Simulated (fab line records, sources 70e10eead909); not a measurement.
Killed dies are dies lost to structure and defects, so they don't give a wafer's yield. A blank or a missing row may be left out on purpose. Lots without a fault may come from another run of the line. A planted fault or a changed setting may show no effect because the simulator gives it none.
Which tool did it? | flow nand_harc | 24 lots, 72 wafers sampled, at 6 steps of a route of 1159

WHAT THE GAUGES READ, wafer by wafer
NHARC_A_CONTACT_CD_MEAS_53. Usual: cd_nm 189.5 nm, standard deviation 0.78.
lot  | measured     | on        | cd_nm (nm)        | flag
L075 | day 16 14:31 | cd_sem-01 | 189.9 189.5 190.2 |
L076 | day 16 16:53 | cd_sem-02 | 190.2 190.5 190.8 |
L077 | day 16 19:41 | cd_sem-01 | 190.0 189.8 189.4 |
L074 | day 17 01:40 | cd_sem-02 | 187.9 188.1 188.4 |
L078 | day 17 03:38 | cd_sem-03 | 189.0 188.8 188.4 |
L079 | day 17 09:30 | cd_sem-02 | 188.9 189.3 189.3 |
L080 | day 17 20:31 | cd_sem-03 | 190.2 190.1 190.1 |
L081 | day 18 03:10 | cd_sem-02 | 189.8 190.1 189.8 |
L082 | day 18 16:40 | cd_sem-01 | 189.7 189.8 190.5 |
L083 | day 18 17:49 | cd_sem-02 | 190.0 190.3 190.2 |
L084 | day 18 20:19 | cd_sem-03 | 190.3 191.3 190.8 |
L086 | day 19 03:45 | cd_sem-03 | 188.8 188.8 188.7 |
L087 | day 19 04:34 | cd_sem-01 | 189.1 189.1 189.8 |
L085 | day 19 17:37 | cd_sem-01 | 190.9 190.4 190.5 |
L088 | day 19 20:26 | cd_sem-03 | 190.1 189.9 189.7 |
L091 | day 20 07:16 | cd_sem-03 | 189.6 189.6 189.4 |
L089 | day 20 07:37 | cd_sem-03 | 188.5 188.4 188.5 |
L090 | day 20 12:18 | cd_sem-03 | 189.6 190.0 189.0 |
L092 | day 21 00:01 | cd_sem-03 | 188.6 188.6 188.4 |
L096 | day 21 09:07 | cd_sem-01 | 189.2 188.8 188.9 |
L094 | day 21 16:31 | cd_sem-01 | 189.6 189.2 189.9 |
L095 | day 21 18:17 | cd_sem-02 | 189.5 189.1 189.7 |
L093 | day 21 21:22 | cd_sem-01 | 188.2 188.0 188.3 |
L097 | day 22 05:37 | cd_sem-02 | 190.3 190.3 190.1 |

NHARC_A_CONTACT_OVL_MEAS_09. Usual: overlay_x_nm 0.3 nm, standard deviation 0.69; overlay_y_nm 0.0 nm, standard deviation 0.83.
lot  | measured     | on         | overlay_x_nm (nm) | overlay_y_nm (nm) | flag
L075 | day 17 04:13 | overlay-01 | 0.2 0.8 0.8       | 0.3 0.5 0.4       |
L076 | day 17 08:45 | overlay-01 | 1.1 0.2 0.1       | 1.4 1.8 0.7       |
L077 | day 17 09:47 | overlay-01 | 0.9 0.6 1.0       | -1.8 -1.3 -1.6    |
L074 | day 17 14:42 | overlay-01 | 0.6 0.7 0.5       | -0.2 -0.6 -0.1    |
L078 | day 17 16:14 | overlay-01 | 0.2 1.3 0.9       | -0.1 0.5 -0.3     |
L079 | day 17 20:16 | overlay-01 | 0.5 0.8 0.8       | -0.1 -0.1 0.5     |
L080 | day 18 11:38 | overlay-02 | 0.5 1.2 1.1       | -0.1 -0.2 -0.7    |
L081 | day 18 16:55 | overlay-02 | 0.3 0.7 0.4       | -0.1 -0.4 -0.7    |
L082 | day 19 02:52 | overlay-01 | -0.9 -0.6 -0.4    | -0.7 -0.7 -0.5    |
L083 | day 19 04:17 | overlay-02 | -0.3 0.0 0.6      | -0.1 0.0 0.0      |
L084 | day 19 06:28 | overlay-01 | 0.4 0.6 0.2       | 1.2 1.6 0.9       |
L086 | day 19 16:52 | overlay-02 | 1.2 1.7 1.2       | -0.6 -0.6 0.1     |
L087 | day 19 17:43 | overlay-02 | -0.3 -0.5 -0.9    | 0.3 0.6 -0.1      |
L085 | day 20 05:17 | overlay-02 | 1.5 0.6 1.1       | -0.7 -0.4 -0.9    |
L088 | day 20 08:34 | overlay-01 | -0.3 0.4 -0.1     | 0.5 -0.4 -0.5     |
L091 | day 20 19:08 | overlay-01 | -0.3 -0.4 -0.6    | -0.2 -1.0 0.0     |
L089 | day 20 18:13 | overlay-02 | 1.1 1.4 1.9       | -1.4 -1.3 -1.4    |
L090 | day 20 22:59 | overlay-01 | -0.2 -0.2 -0.1    | -1.0 -1.0 -0.4    |
L092 | day 21 12:04 | overlay-02 | 0.1 0.4 0.3       | 1.3 1.1 1.4       |
L096 | day 21 20:32 | overlay-01 | 0.5 0.5 0.5       | 1.5 1.7 1.6       |
L094 | day 22 05:10 | overlay-02 | -1.2 -0.9 -1.0    | 0.7 0.3 0.0       |
L095 | day 22 06:45 | overlay-02 | -0.4 -1.1 0.1     | 0.4 -0.3 -0.1     |
L093 | day 22 07:45 | overlay-01 | -0.2 -0.9 -0.1    | 1.3 0.6 0.3       |
L097 | day 22 16:58 | overlay-01 | -0.8 -0.8 -0.6    | 0.6 0.6 0.5       |

WHICH TOOL RAN EACH LOT (tool, then ch and the chambers of the sampled wafers, then the start)
lot  | NHARC_A_CONTACT_ETCH_122             | NHARC_A_CONTACT_ETCH_75            | NHARC_A_CONTACT_ETCH_78                       | NHARC_A_CONTACT_ETCH_128
L075 | har_cap_etch-03 ch 0,1, day 16 13:37 | rie_diel-02 ch 0,2,3, day 16 19:34 | rie_diel-02 ch 0,3, day 16 21:22 or earlier   | har_cap_etch-02 ch 0,1, day 16 21:22
L076 | har_cap_etch-02 ch 0,1, day 16 15:59 | rie_diel-01 ch 0,1,2, day 17 00:00 | rie_diel-01 ch 1,3, day 17 01:56 or earlier   | har_cap_etch-03 ch 0,1, day 17 01:56
L077 | har_cap_etch-03 ch 0,1, day 16 18:40 | rie_diel-01 ch 2,3, day 17 01:57   | rie_diel-01 ch 1,2, day 17 03:43 or earlier   | har_cap_etch-01 ch 0,1, day 17 03:43
L074 | har_cap_etch-03 ch 0,1, day 17 00:46 | rie_diel-07 ch 0,1,3, day 17 05:46 | rie_diel-07 ch 0,1, day 17 07:39 or earlier   | har_cap_etch-01 ch 0,1, day 17 07:39
L078 | har_cap_etch-02 ch 0,1, day 17 02:26 | rie_diel-01 ch 1,2,3, day 17 08:45 | rie_diel-01 ch 0,2,3, day 17 10:41 or earlier | har_cap_etch-02 ch 0,1, day 17 10:41
L079 | har_cap_etch-03 ch 0,1, day 17 08:32 | rie_diel-01 ch 0,1, day 17 13:48   | rie_diel-01 ch 0,1, day 17 15:29 or earlier   | har_cap_etch-03 ch 1, day 17 15:29
L080 | har_cap_etch-03 ch 0,1, day 17 19:38 | rie_diel-01 ch 2,3, day 18 00:35   | rie_diel-01 ch 1,2, day 18 02:17 or earlier   | har_cap_etch-03 ch 0,1, day 18 02:17
L081 | har_cap_etch-02 ch 0,1, day 18 01:56 | rie_diel-02 ch 1,3, day 18 10:34   | rie_diel-02 ch 0,1, day 18 12:14 or earlier   | har_cap_etch-01 ch 0,1, day 18 12:14
L082 | har_cap_etch-03 ch 0,1, day 18 15:44 | rie_diel-01 ch 1,2,3, day 18 20:31 | rie_diel-01 ch 2,3, day 18 22:20 or earlier   | har_cap_etch-01 ch 0,1, day 18 22:20
L083 | har_cap_etch-01 ch 0,1, day 18 16:53 | rie_diel-01 ch 0,1, day 18 22:11   | rie_diel-01 ch 1,2,3, day 18 23:52 or earlier | har_cap_etch-03 ch 0,1, day 18 23:52
L084 | har_cap_etch-02 ch 0,1, day 18 19:25 | rie_diel-01 ch 1,2,3, day 19 00:10 | rie_diel-01 ch 1,2, day 19 01:55 or earlier   | har_cap_etch-02 ch 0,1, day 19 01:55
L086 | har_cap_etch-01 ch 0,1, day 19 02:50 | rie_diel-07 ch 1,2,3, day 19 07:17 | rie_diel-07 ch 0,1,2, day 19 08:57 or earlier | har_cap_etch-02 ch 0,1, day 19 08:57
L087 | har_cap_etch-03 ch 0,1, day 19 03:39 | rie_diel-01 ch 0,2,3, day 19 08:08 | rie_diel-01 ch 1,2,3, day 19 09:48 or earlier | har_cap_etch-01 ch 0,1, day 19 09:48
L085 | har_cap_etch-03 ch 1, day 19 16:34   | rie_diel-07 ch 0,1,2, day 19 21:42 | rie_diel-07 ch 1,2,3, day 19 23:35 or earlier | har_cap_etch-02 ch 0,1, day 19 23:35
L088 | har_cap_etch-01 ch 0,1, day 19 19:32 | rie_diel-01 ch 0,1,3, day 20 01:41 | rie_diel-01 ch 0,1,2, day 20 03:35 or earlier | har_cap_etch-03 ch 0,1, day 20 03:35
L091 | har_cap_etch-01 ch 0,1, day 20 06:21 | rie_diel-07 ch 0,2,3, day 20 11:04 | rie_diel-07 ch 0,2,3, day 20 12:44 or earlier | har_cap_etch-03 ch 0,1, day 20 12:44
L089 | har_cap_etch-02 ch 0,1, day 20 06:43 | rie_diel-01 ch 0,1,2, day 20 11:20 | rie_diel-01 ch 1,3, day 20 13:09 or earlier   | har_cap_etch-01 ch 0,1, day 20 13:09
L090 | har_cap_etch-02 ch 0,1, day 20 11:25 | rie_diel-01 ch 0,1,3, day 20 16:40 | rie_diel-01 ch 0,1,3, day 20 18:23 or earlier | har_cap_etch-02 ch 0,1, day 20 18:23
L092 | har_cap_etch-02 ch 0, day 20 23:07   | rie_diel-01 ch 0,2, day 21 03:35   | rie_diel-01 ch 0,1,2, day 21 05:18 or earlier | har_cap_etch-01 ch 0,1, day 21 05:18
L096 | har_cap_etch-02 ch 0,1, day 21 08:14 | rie_diel-02 ch 0,2,3, day 21 14:19 | rie_diel-02 ch 1,2,3, day 21 16:01 or earlier | har_cap_etch-02 ch 0,1, day 21 16:01
L094 | har_cap_etch-01 ch 0,1, day 21 15:38 | rie_diel-02 ch 0,1,2, day 21 20:06 | rie_diel-02 ch 0,1,3, day 21 21:53 or earlier | har_cap_etch-02 ch 0,1, day 21 21:53
L095 | har_cap_etch-03 ch 0,1, day 21 17:11 | rie_diel-07 ch 0,1,2, day 21 23:37 | rie_diel-07 ch 0,1,2, day 22 01:17 or earlier | har_cap_etch-01 ch 0,1, day 22 01:17
L093 | har_cap_etch-01 ch 0,1, day 21 20:26 | rie_diel-01 ch 0,3, day 22 01:02   | rie_diel-01 ch 0,3, day 22 03:00 or earlier   | har_cap_etch-03 ch 0,1, day 22 03:00
L097 | har_cap_etch-02 ch 0,1, day 22 04:40 | rie_diel-01 ch 1,3, day 22 09:21   | rie_diel-01 ch 1,2,3, day 22 11:19 or earlier | har_cap_etch-01 ch 0,1, day 22 11:19
- NHARC_A_CONTACT_ETCH_122: etches the open film in C4F8/O2/Ar, time 95 s, target depth 930 nm.
- NHARC_A_CONTACT_ETCH_75: etches the open film in CF4, target depth 39 nm, time 65 s.
- NHARC_A_CONTACT_ETCH_78: etches the open film in O2/COS, target depth 2800 nm, time 728 s.
- NHARC_A_CONTACT_ETCH_128: etches the open film in C4F8/O2/Ar, time 155 s, target depth 956 nm.

WHAT THE TOOLS THEMSELVES READ (means of the sampled wafers that have a number; where no wafer has one, the mark that the record gives instead)
NHARC_A_CONTACT_ETCH_75. Usual: bias_w 100.03 W, standard deviation 0.29; drypump_motor_current_A 5.76 A, standard deviation 0.24; oes_product_au 1.001 a.u., standard deviation 0.0079; rf_fwd_power_W 297.1 W, standard deviation 1.2; rf_vpp_V 151.5 V, standard deviation 1.3; showerhead_plenum_p_Torr 1.78 Torr, standard deviation 0.074; throttle_valve_pct 13.284 %, standard deviation 0.0079.
lot  | tool        | bias_w (W) | drypump_motor_current_A (A) | oes_product_au (a.u.) | rf_fwd_power_W (W) | rf_vpp_V (V) | showerhead_plenum_p_Torr (Torr) | throttle_valve_pct (%) | flag
L075 | rie_diel-02 | 100.05     | 5.70                        | 0.996                 | 296.1              | 151.6        | 1.80                            | 13.286                 |
L076 | rie_diel-01 | 100.12     | 5.93                        | 0.995                 | 297.4              | 151.9        | 1.83                            | 13.288                 |
L077 | rie_diel-01 | 100.16     | 5.67                        | 1.002                 | 297.1              | 151.7        | 1.71                            | 13.278                 |
L074 | rie_diel-07 | 99.79      | 5.58                        | 1.004                 | 297.8              | 151.3        | 1.78                            | 13.288                 |
L078 | rie_diel-01 | 100.22     | 5.77                        | 0.996                 | 296.5              | 152.1        | 1.77                            | 13.292                 |
L079 | rie_diel-01 | 100.06     | 5.99                        | 1.000                 | 297.1              | 151.7        | 1.83                            | 13.281                 |
L080 | rie_diel-01 | 100.16     | 5.68                        | 0.997                 | 295.5              | 150.6        | 1.71                            | 13.286                 |
L081 | rie_diel-02 | 100.06     | 5.88                        | 0.993                 | 296.2              | 151.6        | 1.76                            | 13.285                 |
L082 | rie_diel-01 | 99.88      | 5.74                        | 0.998                 | 296.7              | 151.4        | 1.77                            | 13.276                 |
L083 | rie_diel-01 | 99.79      | 6.07                        | 1.010                 | 297.0              | 152.4        | 1.81                            | 13.290                 |
L084 | rie_diel-01 | 100.08     | 5.75                        | 1.000                 | 297.4              | 150.5        | 1.77                            | 13.286                 |
L086 | rie_diel-07 | 100.08     | 5.55                        | 1.009                 | 297.7              | 151.8        | 1.78                            | 13.284                 |
L087 | rie_diel-01 | 100.41     | 5.83                        | 0.991                 | 297.9              | 151.0        | 1.76                            | 13.290                 |
L085 | rie_diel-07 | 100.01     | 5.63                        | 1.006                 | 296.1              | 151.8        | 1.80                            | 13.284                 |
L088 | rie_diel-01 | 100.19     | 5.89                        | 1.007                 | 297.0              | 150.8        | 1.76                            | 13.293                 |
L091 | rie_diel-07 | 99.78      | 5.58                        | 1.009                 | 296.9              | 151.7        | 1.79                            | 13.277                 |
L089 | rie_diel-01 | 99.85      | 5.90                        | 0.999                 | 296.4              | 152.7        | 1.82                            | 13.282                 |
L090 | rie_diel-01 | 100.15     | 5.92                        | 0.995                 | 297.3              | 150.6        | 1.75                            | 13.287                 |
L092 | rie_diel-01 | 100.00     | 5.84                        | 0.994                 | 297.4              | 151.5        | 1.82                            | 13.285                 |
L096 | rie_diel-02 | 99.82      | 5.70                        | 1.005                 | 296.2              | 150.9        | 1.79                            | 13.279                 |
L094 | rie_diel-02 | 100.11     | 5.49                        | 1.001                 | 296.2              | 150.1        | 1.74                            | 13.288                 |
L095 | rie_diel-07 | 99.80      | 5.66                        | 1.002                 | 297.5              | 151.0        | 1.79                            | 13.281                 |
L093 | rie_diel-01 | 99.99      | 5.99                        | 1.008                 | 298.0              | 152.1        | 1.83                            | 13.285                 |
L097 | rie_diel-01 | 99.71      | 5.75                        | 0.997                 | 297.4              | 153.3        | 1.88                            | 13.287                 |

NHARC_A_CONTACT_ETCH_78. Usual: bias_w 300.0 W, standard deviation 1; drypump_motor_current_A 5.78 A, standard deviation 0.24; oes_product_au 1.000 a.u., standard deviation 0.0076; rf_fwd_power_W 499.3 W, standard deviation 1.7; rf_vpp_V 314.6 V, standard deviation 2; showerhead_plenum_p_Torr 3.14 Torr, standard deviation 0.13; throttle_valve_pct 28.331 %, standard deviation 0.0095.
lot  | tool        | bias_w (W) | drypump_motor_current_A (A) | oes_product_au (a.u.) | rf_fwd_power_W (W) | rf_vpp_V (V) | showerhead_plenum_p_Torr (Torr) | throttle_valve_pct (%) | flag
L075 | rie_diel-02 | 300.7      | 5.94                        | 0.999                 | 498.9              | 313.8        | 3.07                            | 28.334                 |
L076 | rie_diel-01 | 299.7      | 5.76                        | 1.008                 | 499.6              | 312.6        | 3.01                            | 28.332                 |
L077 | rie_diel-01 | 299.9      | 5.75                        | 0.993                 | 498.7              | 316.6        | 3.26                            | 28.334                 |
L074 | rie_diel-07 | 299.1      | 5.69                        | 0.998                 | 497.6              | 315.4        | 3.19                            | 28.322                 |
L078 | rie_diel-01 | 300.0      | 5.85                        | 0.995                 | 499.1              | 314.1        | 3.11                            | 28.330                 |
L079 | rie_diel-01 | 300.4      | 6.10                        | 1.001                 | 500.8              | 315.4        | 3.20                            | 28.331                 |
L080 | rie_diel-01 | 300.5      | 5.78                        | 0.998                 | 499.8              | 315.7        | 3.25                            | 28.335                 |
L081 | rie_diel-02 | 299.9      | 5.73                        | 0.994                 | 498.1              | 312.4        | 2.97                            | 28.332                 |
L082 | rie_diel-01 | 300.0      | 5.70                        | 0.989                 | 499.0              | 314.7        | 3.13                            | 28.332                 |
L083 | rie_diel-01 | 299.5      | 5.76                        | 0.999                 | 500.3              | 313.6        | 3.13                            | 28.334                 |
L084 | rie_diel-01 | 301.5      | 5.77                        | 0.996                 | 499.7              | 316.1        | 3.25                            | 28.334                 |
L086 | rie_diel-07 | 300.3      | 5.64                        | 0.999                 | 500.7              | 315.1        | 3.17                            | 28.332                 |
L087 | rie_diel-01 | 300.1      | 5.75                        | 0.997                 | 497.6              | 313.7        | 3.13                            | 28.330                 |
L085 | rie_diel-07 | 300.2      | 5.56                        | 1.000                 | 500.3              | 314.7        | 3.13                            | 28.330                 |
L088 | rie_diel-01 | 299.7      | 5.92                        | 1.001                 | 500.5              | 315.9        | 3.22                            | 28.333                 |
L091 | rie_diel-07 | 299.0      | 5.60                        | 1.001                 | 499.2              | 314.8        | 3.16                            | 28.319                 |
L089 | rie_diel-01 | 300.2      | 5.78                        | 0.999                 | 498.7              | 314.4        | 3.12                            | 28.329                 |
L090 | rie_diel-01 | 299.3      | 5.93                        | 0.996                 | 499.0              | 314.6        | 3.10                            | 28.332                 |
L092 | rie_diel-01 | 299.9      | 5.93                        | 0.997                 | 499.6              | 316.2        | 3.22                            | 28.337                 |
L096 | rie_diel-02 | 299.5      | 5.57                        | 1.009                 | 499.9              | 315.1        | 3.14                            | 28.329                 |
L094 | rie_diel-02 | 299.7      | 5.83                        | 0.997                 | 498.7              | 313.0        | 3.03                            | 28.319                 |
L095 | rie_diel-07 | 301.0      | 5.65                        | 0.999                 | 498.0              | 314.6        | 3.16                            | 28.323                 |
L093 | rie_diel-01 | 299.1      | 5.87                        | 0.998                 | 500.6              | 317.2        | 3.30                            | 28.333                 |
L097 | rie_diel-01 | 300.0      | 5.76                        | 1.002                 | 500.5              | 316.7        | 3.28                            | 28.334                 |

THE ANSWER, worked out from the rows above alone
Rule: a lot is off if the mean of its wafers that have a number lies more than 3 standard deviations from the usual mean. A lot without any number at a reading at which 4 lots or more have one is off too. The other lots that the step has rows for count as sound. The gauges are gone through in route order, then the tools' own readings, and for those a lot's mean is taken as printed above. The first step at which some lot is off is used, and at that step the reading that is off furthest; a lot without a number counts as furthest.
No lot is off at any reading shown: from this, nothing can be told.

WHAT THE SIMULATOR HAD PUT IN
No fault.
